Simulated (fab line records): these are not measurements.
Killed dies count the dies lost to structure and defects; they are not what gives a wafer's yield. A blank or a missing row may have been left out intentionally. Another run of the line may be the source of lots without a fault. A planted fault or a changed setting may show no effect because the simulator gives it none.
fab line records	flow n5-finfet
record lots=9	wafers=25	last-day=18
route steps=1938 shown FIN_SAQP@143 BEOL_M4@1111 PASSIVATION@1936
lots that met no fault: taken from a fault-free run of the same line
start-h: hours from the record's opening day to when the first of the lot's shown wafers began	wait-h: time in hours since the lot's previous step	" the same as in the row above	L1.1+2: a row that stands for several wafers	- no value, or no start given	* or withheld: withheld	< > ~ a bound
route shown NAME@n: NAME is a module with steps in the file, n the number in the route of the first one	usual: mean/standard deviation taken from wafers without a fault	same: alike in all rows	chamber/n: place in a boat	sites: each site's reading	_std_site: the standard deviation of these	_edge_site: mean of outer sites minus mean of inner sites	radius-mm: how far each site lies from the wafer's centre	mask NAME#n: copy n	behind: the last tool/chamber to shape the wafer	hold: what put the lot on hold/how long, in hours/how the hold closed	device: which transistor (n, p or np) failed to switch	end of line: tests of these same wafers at the route's end	for a step that has no rows: nothing shown but its recipe	killed: at the first sort, the dies lost to defects and structure; wafer yield is something else	map: a wafer's dies, x killed, . not, _ none there
set.NAME: the setting the step ran with; set.NAME@STEP: the setting that earlier step ran with	model.NAME: the simulator's own value behind a step, which no gauge read
the route's steps for a sample of lots (tables are steps, rows are wafers)
services: from which hour (start-h, from the record's first day; less than 0 if before it) a tool's chamber was out of use, for how many hours, and why
## steps
# step N5_FIN_SAQP_ETCH_34
# recipe chemistry=C4F6/O2	target=SiO2	target-depth-a=450	time-s=15	ion-energy-ev=250	pressure-mtorr=30	source-w=345	bias-w=185	Ar_flow_sccm=300	C4F6_flow_sccm=10	O2_flow_sccm=10	ends=cleared
# usual bias-w=185.0/0.58	drypump-motor-current-A=5.6/0.44	etch-rf-on-time-s=14.9/0.36	oes-product-au=0.68/0.071	rf-vpp-V=664/21	showerhead-plenum-p-Torr=2.88/0.087	throttle-valve-pct=20.99/0.22
lot.wafer	tool	chamber	start-h	wait-h	bias-w	drypump-motor-current-A	etch-rf-on-time-s	oes-product-au	rf-hours-counter-h	rf-vpp-V	showerhead-plenum-p-Torr	throttle-valve-pct
L261.1	rie-diel-05	1	49.67	0.0	185.1	5.3	14.5	0.78	39	700	3.01	20.72
L261.2	"	3	"	"	185.2	5.2	14.5	0.83	4	717	2.82	20.92
L261.4	"	0	"	"	184.6	5.4	14.8	0.62	179	658	2.82	21.03
L262.1	rie-diel-06	0	55.71	0.0	185.5	5.5	14.5	0.68	116	662	2.74	21.13
L262.5	"	2	"	"	185.9	5.8	14.1	0.81	-	667	2.80	21.06
L267.1	rie-diel-01	2	87.39	0.0	185.5	5.3	14.5	0.75	47	656	2.91	20.78
L267.4	"	1	"	"	185.3	6.0	15.2	0.63	169	641	2.77	21.42
L267.5	"	2	"	"	186.1	5.3	14.3	0.76	-	654	2.91	20.78
L269.3	rie-diel-05	2	99.65	0.0	184.8	5.1	15.2	0.63	155	690	2.97	21.08
L269.4	"	0	"	"	185.1	5.4	14.9	0.60	198	659	2.81	21.06
L269.5	"	2	"	"	185.4	5.1	15.3	0.63	-	689	2.97	21.06
L273.2	rie-diel-06	3	123.41	0.0	184.6	5.5	15.3	0.63	154	652	2.98	21.01
L273.3	"	2	"	"	185.3	5.9	14.4	0.78	49	668	2.79	21.07
L273.6	"	0	"	"	184.8	5.5	14.6	0.67	-	662	2.74	21.15
L275.1	rie-diel-05	3	134.58	0.0	185.5	5.2	14.6	0.76	35	715	2.81	20.98
L275.4	"	2	"	"	185.1	5.1	15.2	0.62	169	691	2.96	21.06
L275.5	"	3	"	"	186.3	5.2	14.5	0.76	-	714	2.81	20.97
L276.2	rie-diel-01	1	140.76	0.0	184.9	6.0	15.5	0.61	190	639	2.76	21.44
L276.3	"	2	"	"	185.7	5.3	14.7	0.73	68	655	2.90	20.81
L277.1	rie-diel-01	3	147.75	0.0	184.5	6.6	15.1	0.59	198	654	2.93	20.69
L277.4	"	2	"	"	185.4	5.3	14.5	0.73	70	654	2.90	20.80
L277.5	"	1	"	"	184.1	6.0	15.3	0.61	-	640	2.76	21.43
L279.1	rie-diel-01	0	158.77	0.0	184.7	5.2	14.9	0.61	212	647	2.91	21.09
L279.3	"	1	"	"	185.0	6.1	15.4	0.61	196	640	2.76	21.47
L279.6	"	0	"	"	184.9	5.2	14.8	0.62	-	647	2.91	21.10
# step N5_FIN_SAQP_ETCH_64
# recipe chemistry=CF4	target=SiO2	target-depth-a=15	ion-energy-ev=350	pressure-mtorr=10	icp-w=800	bias-w=400	cf4-flow-sccm=80
# usual bias-w=400.1/1.1	drypump-motor-current-A=5.6/0.45	oes-product-au=1.002/0.026	throttle-valve-pct=22.0/0.3
lot.wafer	tool	chamber	start-h	wait-h	bias-w	drypump-motor-current-A	oes-product-au	rf-hours-counter-h	throttle-valve-pct
L261.1	rie-si-01	0	49.87	0.0	401.4	4.7	1.001	52	22.2
L261.2	"	1	"	"	399.6	4.9	0.991	61	21.8
L261.4	"	3	"	"	401.9	6.3	0.984	105	21.7
L262.1	rie-si-04	0	55.90	0.0	400.0	5.4	1.027	131	22.3
L262.5	"	2	"	"	400.4	5.7	0.959	-	21.9
L267.1	rie-si-04	1	87.58	0.0	269.5	6.5	0.919	120	21.9
L267.4	"	0	"	"	399.9	5.5	1.009	132	22.3
L267.5	"	1	"	"	269.6	6.5	0.920	-	22.0
L269.3	rie-si-04	0	99.84	0.0	399.9	5.4	1.021	132	22.3
L269.4	"	1	"	"	267.9	6.5	0.927	120	21.9
L269.5	"	3	"	"	401.8	5.3	1.046	-	21.8
L273.2	rie-si-06	1	123.60	0.0	401.0	5.9	1.017	3	22.3
L273.3	"	0	"	"	401.2	5.1	1.036	157	22.4
L273.6	"	1	"	"	400.8	6.0	1.009	-	22.3
L275.1	rie-si-06	2	134.78	0.0	399.3	5.5	0.971	83	21.5
L275.4	"	1	"	"	400.3	6.0	1.020	3	22.3
L275.5	"	3	"	"	400.9	5.7	1.003	-	22.1
L276.2	rie-si-06	3	140.96	0.0	401.6	5.6	1.002	141	22.0
L276.3	"	2	"	"	398.4	5.4	0.961	83	21.5
L277.1	rie-si-06	2	147.94	0.0	398.3	5.5	0.965	83	21.5
L277.4	"	3	"	"	399.9	5.7	1.005	141	22.0
L277.5	"	0	"	"	400.9	5.1	1.027	-	22.4
L279.1	rie-si-06	2	158.96	0.0	398.5	5.4	0.969	84	21.5
L279.3	"	1	"	"	400.5	6.0	1.021	4	22.3
L279.6	"	1	"	"	400.8	5.9	1.022	-	22.3
# step N5_FIN_SAQP_FIN_ETCH_36
# recipe chemistry=HBr/Cl2/O2	target-depth-a=1200	mask-material=SiNx	time-s=50.4	bias-w=102	pressure-mtorr=10	icp-w=800	HBr_flow_sccm=150	Cl2_flow_sccm=80	O2_flow_sccm=12
# usual bias-w=102.02/0.3	drypump-motor-current-A=5.6/0.45	oes-product-au=1.000/0.022	throttle-valve-pct=36.2/0.33
lot.wafer	tool	chamber	start-h	wait-h	bias-w	drypump-motor-current-A	oes-product-au	rf-hours-counter-h	throttle-valve-pct
L261.1	rie-si-01	0	49.89	0.0	101.58	4.7	1.002	52	36.7
L261.2	"	1	"	"	102.00	4.9	1.009	61	36.2
L261.4	"	3	"	"	102.28	6.3	0.978	105	35.6
L262.1	rie-si-04	0	55.92	0.0	102.04	5.4	1.019	131	36.1
L262.5	"	2	"	"	102.46	5.8	0.971	-	36.2
L267.1	rie-si-04	1	87.60	0.0	102.09	6.5	0.997	120	36.4
L267.4	"	0	"	"	102.52	5.4	1.009	132	36.1
L267.5	"	1	"	"	101.95	6.5	0.999	-	36.4
L269.3	rie-si-04	0	99.86	0.0	102.23	5.5	1.004	132	36.1
L269.4	"	1	"	"	101.84	6.5	0.993	120	36.4
L269.5	"	3	"	"	101.76	5.4	1.039	-	35.8
L273.2	rie-si-06	1	123.62	0.0	102.00	6.0	0.994	3	36.5
L273.3	"	0	"	"	102.25	5.1	1.022	157	36.3
L273.6	"	1	"	"	101.95	6.0	0.998	-	36.5
L275.1	rie-si-06	2	134.80	0.0	102.03	5.4	0.980	83	35.6
L275.4	"	1	"	"	102.16	6.0	1.007	3	36.5
L275.5	"	3	"	"	102.10	5.6	0.997	-	36.5
L276.2	rie-si-06	3	140.98	0.0	101.99	5.6	0.989	141	36.5
L276.3	"	2	"	"	101.73	5.4	0.972	83	35.7
L277.1	rie-si-06	2	147.96	0.0	102.72	5.5	0.978	83	35.6
L277.4	"	3	"	"	101.92	5.7	0.999	141	36.5
L277.5	"	0	"	"	102.13	5.2	1.022	-	36.3
L279.1	rie-si-06	2	158.98	0.0	102.02	5.4	0.969	84	35.6
L279.3	"	1	"	"	102.15	6.0	0.994	4	36.5
L279.6	"	1	"	"	102.22	6.0	1.006	-	36.5
# step N5_FIN_SAQP_OCD_MEAS_76
# usual trench-depth-nm=120.4/2.5
lot.wafer	tool	chamber	start-h	wait-h	trench-depth-nm
L261.1	ocd-01	-	50.10	0.0	121.0
L261.2	"	-	"	"	119.0
L261.4	"	-	"	"	118.4
L262.1	ocd-01	-	56.14	0.0	124.5
L262.5	"	-	"	"	116.0
L267.1	ocd-02	-	87.82	0.0	119.8
L267.4	"	-	"	"	124.1
L267.5	"	-	"	"	119.9
L269.3	ocd-01	-	100.08	0.0	122.5
L269.4	"	-	"	"	119.2
L269.5	"	-	"	"	120.7
L273.2	ocd-02	-	123.84	0.0	121.9
L273.3	"	-	"	"	123.0
L273.6	"	-	"	"	122.0
L275.1	ocd-02	-	135.02	0.0	119.6
L275.4	"	-	"	"	121.5
L275.5	"	-	"	"	118.5
L276.2	ocd-02	-	141.20	0.0	118.4
L276.3	"	-	"	"	119.5
L277.1	ocd-02	-	148.19	0.0	121.0
L277.4	"	-	"	"	119.2
L277.5	"	-	"	"	121.7
L279.1	ocd-01	-	159.20	0.0	120.4
L279.3	"	-	"	"	122.0
L279.6	"	-	"	"	123.4
# step N5_BEOL_M4_RC_MEAS_101
# usual DIBL_N=36.7/2.6	DIBL_P=36.9/2.8	IOFF_N=0.17/0.043	IOFF_P=0.22/0.05	ION_N=678/15	ION_P=465/9.2	SS_N=71.6/0.79	SS_P=73.5/0.82	VT_N=250/3.9	VT_P=-250/3.7
lot.wafer	tool	chamber	start-h	wait-h	DIBL_N[mV/V]	DIBL_P[mV/V]	IOFF_N[nA/um]	IOFF_P[nA/um]	ION_N[uA/um]	ION_P[uA/um]	SS_N[mV/dec]	SS_P[mV/dec]	VT_N[mV]	VT_P[mV]
L261.1	prober-01	0	197.44	0.0	35.0	34.6	0.14	0.17	680	466	70.4	72.9	250	-253
L261.2	"	0	"	"	36.3	36.8	0.15	0.19	682	467	71.4	72.9	250	-254
L261.4	"	0	"	"	37.1	37.3	0.18	0.20	694	468	71.7	72.9	247	-253
L262.1	prober-02	0	222.36	0.0	37.0	38.0	0.17	0.23	678	473	71.7	74.1	247	-248
L262.5	"	0	"	"	36.4	36.0	0.16	0.21	685	469	72.4	74.1	253	-250
L267.1	prober-02	0	244.10	0.0	34.7	35.9	0.16	0.22	691	481	70.7	73.3	249	-248
L267.4	"	0	"	"	36.3	37.5	0.17	0.24	668	464	71.6	73.6	250	-249
L267.5	"	0	"	"	33.6	34.4	0.13	0.19	671	462	70.6	72.3	253	-251
L269.3	prober-01	0	251.67	0.3	37.5	36.9	0.17	0.22	674	462	71.0	73.7	248	-247
L269.4	"	0	"	"	37.9	39.1	0.16	0.25	672	469	72.3	73.7	248	-247
L269.5	"	0	"	"	40.5	40.5	0.23	0.29	701	479	72.1	74.3	245	-246
L273.2	prober-02	0	269.78	0.2	37.8	37.5	0.18	0.23	678	461	71.8	73.5	248	-250
L273.3	"	0	"	"	35.0	35.2	0.13	0.20	669	467	71.2	72.2	251	-251
L273.6	"	0	"	"	33.4	32.9	0.12	0.16	667	460	70.8	73.3	253	-252
L275.1	prober-01	0	292.09	0.0	36.0	36.6	0.15	0.22	670	467	71.3	73.3	248	-248
L275.4	"	0	"	"	36.9	37.5	0.18	0.25	671	460	71.8	74.7	247	-247
L275.5	"	0	"	"	35.1	34.9	0.14	0.19	660	451	71.2	73.2	249	-253
L276.2	prober-02	0	300.57	0.2	33.9	34.0	0.12	0.17	663	449	71.5	72.6	252	-251
L276.3	"	0	"	"	32.4	32.2	0.11	0.16	675	465	70.7	71.9	252	-254
L279.1	prober-01	0	312.65	0.0	31.9	32.4	0.11	0.16	661	461	70.0	73.0	254	-252
L279.3	"	0	"	"	35.5	36.8	0.16	0.20	670	451	71.8	73.0	248	-249
L279.6	"	0	"	"	32.5	32.3	0.11	0.15	652	453	70.7	71.9	254	-255
L277.1	prober-02	0	312.69	0.0	38.8	37.9	0.20	0.24	690	475	71.3	74.6	244	-248
L277.4	"	0	"	"	36.5	35.2	0.15	0.21	664	454	70.6	73.6	251	-248
L277.5	"	0	"	"	39.8	39.3	0.24	0.28	703	470	71.8	74.4	244	-248
# step N5_PASSIVATION_PROBE_49
# usual defect-limited-yield=91.0/1.4	killed_at_M0_to_M3=36/9.6	killed_at_M4_up=14/6.1	killed-at-contacts=13/6.6	killed-at-front-end=40/11	killed-at-other=3.2/2.9	killed-dies=106/17	killed-open=71/12	killed-short=33/7.3	sort_bin_5_function=5.3/1	sort_bin_6_memory=3.4/0.68	sort_bin_8_speed=0.0/0.51	sort-n-pass=1073/19	sort-yield-pct=91.0/1.6
# same gross-dies=1180	killed-at-back-side=0	sort_bin_4_leakage[%]=0
lot.wafer	tool	chamber	start-h	wait-h	defect-limited-yield[%]	killed_at_M0_to_M3	killed_at_M4_up	killed-at-contacts	killed-at-front-end	killed-at-other	killed-dies	killed-open	killed-short	sort_bin_5_function[%]	sort_bin_6_memory[%]	sort_bin_8_speed[%]	sort-n-pass	sort-yield-pct[%]
L261.1	prober-02	-	302.80	0.0	91.4	47	16	7	28	4	102	76	26	5.3	3.2	0	1078	91.4
L261.2	prober-02	-	302.85	0.1	90.2	24	29	6	49	8	116	77	32	5.8	3.6	0	1064	90.2
L261.4	prober-02	-	302.95	0.2	92.6	30	8	10	35	4	87	53	33	4.6	2.7	0	1093	92.6
L262.1	prober-01	-	327.19	0.0	91.9	29	16	11	38	1	95	64	31	5.0	2.9	0	1085	91.9
L262.5	prober-01	-	327.39	0.2	90.3	39	11	15	50	0	115	75	40	6.4	3.1	0	1065	90.3
L269.3	prober-01	-	347.88	0.1	88.8	41	20	12	58	1	132	84	47	6.2	4.2	0	1048	88.8
L269.4	prober-01	-	347.93	0.2	89.2	42	16	17	52	0	127	76	49	6.5	4.1	0.1	1053	89.2
L269.5	prober-01	-	347.98	0.2	90.1	50	14	13	37	3	117	83	34	5.6	4.0	0	1063	90.1
L267.1	prober-02	-	348.04	0.0	92.4	30	12	24	23	1	90	68	22	4.4	2.9	0	1090	92.4
L267.4	prober-02	-	348.19	0.2	90.4	32	11	25	41	4	113	72	41	5.2	4.2	0	1067	90.4
L267.5	prober-02	-	348.24	0.2	91.5	20	18	24	36	2	100	68	30	5.0	3.1	0	1080	91.5
L273.2	prober-01	-	372.64	0.1	90.3	29	20	22	43	1	115	85	29	6.4	3.2	0	1065	90.3
L273.3	prober-01	-	372.69	0.1	87.3	33	27	19	70	1	150	99	48	7.8	4.6	0	1030	87.3
L273.6	prober-01	-	372.84	0.3	90.4	33	23	10	45	2	113	81	31	5.4	3.8	0	1067	90.4
L275.1	prober-02	-	391.42	0.0	89.7	46	9	13	47	6	121	81	33	6.0	3.8	0	1059	89.7
L275.4	prober-02	-	391.57	0.2	93.3	30	8	10	28	3	79	51	28	3.8	2.6	0	1101	93.3
L275.5	prober-02	-	391.62	0.2	91.9	40	13	17	26	0	96	62	33	4.9	3.0	0	1084	91.9
L276.2	prober-01	-	409.47	0.1	91.4	27	13	20	36	5	101	60	39	5.1	2.8	0	1079	91.4
L276.3	prober-01	-	409.52	0.1	90.5	47	21	10	33	1	112	73	37	6.0	3.1	0	1068	90.5
L279.1	prober-01	-	425.14	0.0	90.6	43	5	10	51	2	111	76	34	5.3	3.9	0	1069	90.6
L279.3	prober-01	-	425.24	0.1	92.6	32	11	13	27	4	87	62	22	4.2	3.0	0	1093	92.6
L279.6	prober-01	-	425.39	0.3	93.0	23	11	21	28	0	83	64	18	4.1	2.8	0	1097	93.0
L277.1	prober-02	-	426.15	0.0	92.8	27	9	23	24	2	85	54	30	4.3	2.8	0	1095	92.8
L277.4	prober-02	-	426.30	0.2	92.9	26	16	11	25	6	84	58	22	3.8	3.1	0	1096	92.9
L277.5	prober-02	-	426.35	0.2	92.8	30	9	12	29	5	85	53	28	4.3	2.7	0	1095	92.8
# killed by level:class
L261.1 BEOL_M1:geometric-particle:open=13 BEOL_M3:geometric-particle:open=11 STI_FIN_REVEAL:geometric-particle:open=8 BEOL_M4:geometric-particle:open=7 MOL_CONTACT_COAG:geometric-particle:open=5 BEOL_M0_SAQP:geometric-particle:short=5 BEOL_M2:geometric-particle:open=5 GATE_CUT:geometric-particle:short=4
L261.2 BEOL_M4:geometric-particle:open=17 FIN_SAQP:geometric-particle:open=14 BEOL_M2:geometric-particle:open=14 FIN_SAQP:geometric-particle:short=8 STI_FIN_REVEAL:geometric-particle:open=7 DUMMY_GATE:geometric-particle:open=4 GATE_CUT:geometric-particle:short=4 MOL_CONTACT_COAG:geometric-particle:open=4
L261.4 FIN_SAQP:geometric-particle:open=8 FIN_SAQP:geometric-particle:short=8 MOL_CONTACT_COAG:geometric-particle:open=7 BEOL_M2:geometric-particle:open=6 BEOL_M0_SAQP:geometric-particle:short=6 STI_FIN_REVEAL:geometric-particle:open=5 BEOL_M0_SAQP:geometric-particle:open=5 BEOL_M3:geometric-particle:open=4
L262.1 STI_FIN_REVEAL:geometric-particle:open=13 MOL_CONTACT_COAG:geometric-particle:open=11 FIN_SAQP:geometric-particle:open=6 STI_FIN_REVEAL:geometric-particle:short=6 BEOL_M2:geometric-particle:open=6 FIN_SAQP:geometric-particle:short=5 BEOL_M3:geometric-particle:short=5 BEOL_M0_SAQP:geometric-particle:short=5
L262.5 FIN_SAQP:geometric-particle:open=15 FIN_SAQP:geometric-particle:short=14 MOL_CONTACT_COAG:geometric-particle:open=12 STI_FIN_REVEAL:geometric-particle:open=10 BEOL_M0_SAQP:geometric-particle:short=9 BEOL_M0_SAQP:geometric-particle:open=7 BEOL_M2:geometric-particle:open=7 BEOL_M3:geometric-particle:open=7
L269.3 BEOL_M0_SAQP:geometric-particle:open=20 FIN_SAQP:geometric-particle:short=15 FIN_SAQP:geometric-particle:open=15 BEOL_M0_SAQP:geometric-particle:short=11 MOL_CONTACT_COAG:geometric-particle:open=8 BEOL_M4:geometric-particle:open=8 STI_FIN_REVEAL:geometric-particle:open=7 DUMMY_GATE:geometric-particle:open=7
L269.4 FIN_SAQP:geometric-particle:short=14 FIN_SAQP:geometric-particle:open=13 MOL_CONTACT_COAG:geometric-particle:open=13 BEOL_M2:geometric-particle:open=13 BEOL_M0_SAQP:geometric-particle:short=9 BEOL_M0_SAQP:geometric-particle:open=8 DUMMY_GATE:geometric-particle:open=6 STARTING-WAFER:geometric-particle:short=5
L269.5 BEOL_M2:geometric-particle:open=15 BEOL_M0_SAQP:geometric-particle:short=11 MOL_CONTACT_COAG:geometric-particle:open=10 BEOL_M0_SAQP:geometric-particle:open=10 FIN_SAQP:geometric-particle:open=7 FIN_SAQP:geometric-particle:short=6 GATE_CUT:geometric-particle:open=6 BEOL_M3:geometric-particle:open=5
L267.1 MOL_CONTACT_COAG:geometric-particle:open=16 MOL_CONTACT_COAG:geometric-particle:short=8 BEOL_M0_SAQP:geometric-particle:open=8 STI_FIN_REVEAL:geometric-particle:open=7 BEOL_M3:geometric-particle:open=7 BEOL_M2:geometric-particle:open=6 BEOL_M0_SAQP:geometric-particle:short=4 BEOL_M4:geometric-particle:open=4
L267.4 MOL_CONTACT_COAG:geometric-particle:open=23 FIN_SAQP:geometric-particle:short=11 BEOL_M0_SAQP:geometric-particle:open=7 FIN_SAQP:geometric-particle:open=6 BEOL_M3:geometric-particle:open=6 DUMMY_GATE:geometric-particle:open=5 BEOL_M0_SAQP:geometric-particle:short=5 BEOL_M0:geometric-particle:open=5
L267.5 MOL_CONTACT_COAG:geometric-particle:open=20 FIN_SAQP:geometric-particle:short=8 BEOL_M4:geometric-particle:open=5 BEOL_M2:geometric-particle:open=5 DUMMY_GATE:geometric-particle:open=4 BEOL_M0:geometric-particle:open=4 MOL_CONTACT_COAG:geometric-particle:short=4 STARTING-WAFER:geometric-particle:short=4
L273.2 MOL_CONTACT_COAG:geometric-particle:open=17 STI_FIN_REVEAL:geometric-particle:open=11 BEOL_M4:geometric-particle:open=9 BEOL_M0_SAQP:geometric-particle:open=8 BEOL_M1:geometric-particle:open=8 BEOL_M2:geometric-particle:open=7 DUMMY_GATE:geometric-particle:open=5 MOL_CONTACT_COAG:geometric-particle:short=5
L273.3 STI_FIN_REVEAL:geometric-particle:open=17 FIN_SAQP:geometric-particle:open=16 MOL_CONTACT_COAG:geometric-particle:open=13 BEOL_M4:geometric-particle:open=12 BEOL_M0_SAQP:geometric-particle:open=9 BEOL_M2:geometric-particle:open=8 DUMMY_GATE:geometric-particle:open=6 GATE_CUT:geometric-particle:short=6
L273.6 BEOL_M0_SAQP:geometric-particle:open=14 BEOL_M4:geometric-particle:open=12 STI_FIN_REVEAL:geometric-particle:open=12 MOL_CONTACT_COAG:geometric-particle:open=9 FIN_SAQP:geometric-particle:short=7 BEOL_M0_SAQP:geometric-particle:short=7 STI_FIN_REVEAL:geometric-particle:short=5 FIN_SAQP:geometric-particle:open=4
L275.1 STI_FIN_REVEAL:geometric-particle:open=17 BEOL_M2:geometric-particle:open=16 MOL_CONTACT_COAG:geometric-particle:open=10 BEOL_M3:geometric-particle:open=10 BEOL_M0_SAQP:geometric-particle:short=7 FIN_CUT:area-etch=7 BEOL_M4:geometric-particle:open=6 DUMMY_GATE:geometric-particle:open=5
L275.4 DUMMY_GATE:geometric-particle:open=9 BEOL_M2:geometric-particle:open=8 MOL_CONTACT_COAG:geometric-particle:open=7 FIN_SAQP:geometric-particle:short=5 BEOL_M0_SAQP:geometric-particle:short=5 BEOL_M0:geometric-particle:open=5 BEOL_M0_SAQP:geometric-particle:open=4 STARTING-WAFER:geometric-particle:short=4
L275.5 MOL_CONTACT_COAG:geometric-particle:open=13 BEOL_M3:geometric-particle:open=13 BEOL_M0_SAQP:geometric-particle:short=7 FIN_SAQP:geometric-particle:short=6 BEOL_M2:geometric-particle:open=6 DUMMY_GATE:geometric-particle:open=5 STI_FIN_REVEAL:geometric-particle:open=4 GATE_CUT:geometric-particle:short=4
L276.2 MOL_CONTACT_COAG:geometric-particle:open=14 FIN_SAQP:geometric-particle:short=13 STI_FIN_REVEAL:geometric-particle:open=8 BEOL_M1:geometric-particle:open=7 MOL_CONTACT_COAG:geometric-particle:short=6 FIN_SAQP:geometric-particle:open=4 BEOL_M2:geometric-particle:short=4 BEOL_M4:geometric-particle:open=4
L276.3 STI_FIN_REVEAL:geometric-particle:open=11 BEOL_M1:geometric-particle:open=10 BEOL_M2:geometric-particle:open=10 BEOL_M0_SAQP:geometric-particle:open=9 BEOL_M0_SAQP:geometric-particle:short=9 FIN_SAQP:geometric-particle:short=8 BEOL_M4:geometric-particle:open=8 MOL_CONTACT_COAG:geometric-particle:open=7
L279.1 BEOL_M2:geometric-particle:open=21 STI_FIN_REVEAL:geometric-particle:open=19 MOL_CONTACT_COAG:geometric-particle:open=8 FIN_SAQP:geometric-particle:open=7 FIN_SAQP:geometric-particle:short=7 GATE_CUT:geometric-particle:short=5 STARTING-WAFER:geometric-particle:short=5 BEOL_M0_SAQP:geometric-particle:short=4
L279.3 MOL_CONTACT_COAG:geometric-particle:open=10 BEOL_M0_SAQP:geometric-particle:open=9 BEOL_M2:geometric-particle:open=8 BEOL_M4:geometric-particle:open=7 STI_FIN_REVEAL:geometric-particle:open=5 DUMMY_GATE:geometric-particle:open=5 BEOL_M1:geometric-particle:open=5 MOL_CONTACT_COAG:geometric-particle:short=3
L279.6 MOL_CONTACT_COAG:geometric-particle:open=16 FIN_SAQP:geometric-particle:open=7 STI_FIN_REVEAL:geometric-particle:open=7 BEOL_M2:geometric-particle:open=7 BEOL_M0_SAQP:geometric-particle:open=5 MOL_CONTACT_COAG:geometric-particle:short=5 BEOL_M1:geometric-particle:open=5 BEOL_M4:geometric-particle:open=4
L277.1 MOL_CONTACT_COAG:geometric-particle:open=19 STARTING-WAFER:geometric-particle:short=6 BEOL_M2:geometric-particle:open=5 BEOL_M0_SAQP:geometric-particle:open=5 BEOL_M3:geometric-particle:open=5 MOL_CONTACT_COAG:geometric-particle:short=4 BEOL_M0_SAQP:geometric-particle:short=4 BEOL_M4:geometric-particle:open=4
L277.4 MOL_CONTACT_COAG:geometric-particle:open=9 DUMMY_GATE:geometric-particle:open=7 BEOL_M0_SAQP:geometric-particle:short=5 BEOL_M2:geometric-particle:open=5 BEOL_M4:geometric-particle:open=5 STI_FIN_REVEAL:geometric-particle:open=4 GATE_CUT:geometric-particle:short=4 BEOL_M0_SAQP:geometric-particle:open=4
L277.5 MOL_CONTACT_COAG:geometric-particle:open=11 BEOL_M2:geometric-particle:open=7 FIN_SAQP:geometric-particle:short=5 BEOL_M1:geometric-particle:open=5 BEOL_M4:geometric-particle:open=5 BEOL_M0_SAQP:geometric-particle:open=4 BEOL_M0_SAQP:geometric-particle:short=4 BEOL_M0:geometric-particle:short=4
## services
tool	chamber	start-h	hours	kind
rie-diel-05	3	35.77	2.5	repair
rie-si-04	-	38.15	0.4	repair
rie-diel-05	3	58.57	3.7	repair
rie-diel-01	1	59.16	9.5	repair
rie-si-01	2	65.46	2.9	repair
rie-diel-06	0	66.90	6.4	repair
rie-si-01	3	69.23	6.3	repair
rie-diel-05	1	74.67	4.5	repair
rie-diel-06	-	104.20	14.6	pm
rie-diel-01	0	116.87	1.2	repair
rie-si-01	2	120.02	3.5	repair
rie-diel-06	1	125.03	-	clean
rie-diel-06	1	125.03	-	consumable-replace:focus-ring
rie-diel-06	1	125.03	21.7	scheduled-down
rie-diel-06	1	125.03	21.7	vent-cycle
rie-si-01	-	129.49	14.6	pm
rie-si-04	3	131.65	3.1	repair
rie-si-04	0	155.26	4.9	repair
rie-si-01	-	155.71	0.1	repair
## key
first-sign step=N5_FIN_SAQP_ETCH_64	reading=bias-w	direction=down	sigmas=99+	usual=*	struck=*
effect step=N5_FIN_SAQP_ETCH_64	reading=oes-product-au	direction=down	sigmas=3.1	usual=1.002	struck=0.922
met-at N5_FIN_SAQP_ETCH_64
struck-lots L267,L269
struck-wafers L267.1,L267.5,L269.4
not-acting-at N5_FIN_SAQP_ETCH_34,N5_FIN_SAQP_FIN_ETCH_36,N5_FIN_SAQP_OCD_MEAS_76
fault kind=process-parameter-drift	tool=rie-si-04	chamber=1	onset-h=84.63	steps=N5_FIN_SAQP_ETCH_64	channel=bias-w	offset=*	shape=step	end-h=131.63	acts-in=*	stated=*
